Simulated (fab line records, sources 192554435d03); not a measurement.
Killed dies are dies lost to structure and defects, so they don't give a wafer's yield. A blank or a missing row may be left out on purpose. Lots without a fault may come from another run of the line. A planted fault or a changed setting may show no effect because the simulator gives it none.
Chamber matching | flow n5_finfet | N5_HKMG_FIN_HK_ALD_01 on ald_hk-02: 4 sister chambers
The step deposits HfO2, target thk 1.6 nm, pulse time 3 s, purge time 3 s. 4 wafers are shown with their chamber, then 7 later ones without.

WAFERS WITH THEIR CHAMBER
wafer  | chamber | precursor_pulse_height_rel
L082.2 | 1       | 1.003
L083.3 | 2       | 1.031
L085.1 | 0       | 0.997
L085.2 | 3       | 0.999

WAFERS WITHOUT THEIR CHAMBER
wafer  | precursor_pulse_height_rel
L085.3 | 1.013
L085.4 | 0.990
L085.5 | 1.020
L085.6 | 1.006
L092.1 | 0.997
L092.2 | 0.981
L092.3 | 1.042

WHICH CHAMBER EACH WENT THROUGH
wafer  | from the rows above               | in truth
L085.3 | can't be placed: 1 or 3 or 0 or 2 | 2
L085.4 | can't be placed: 0 or 3 or 1      | 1
L085.5 | can't be placed: 2 or 1 or 3 or 0 | 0
L085.6 | can't be placed: 1 or 3 or 0      | 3
L092.1 | can't be placed: 0 or 3 or 1      | 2
L092.2 | can't be placed: 0 or 3 or 1      | 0
L092.3 | 2                                 | 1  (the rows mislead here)
Placed correctly: 0 of 7. Can't be placed from these rows: 6 (the true chamber is among the candidates in 5). Placed wrongly: 1.
How it was worked out, from the rows above alone: a wafer's distance from a chamber is the root of the sum, over the readings, of the square of ((its reading less the chamber's mean) divided by the reading's scatter). The wafer belongs to the nearest chamber; if the next one is less than 2 further off, it can't be placed. A chamber's mean is the mean of its shown wafers. The scatter: with one shown wafer a chamber, the root of the mean of the squares of how far each hidden wafer lies from its nearest shown one.
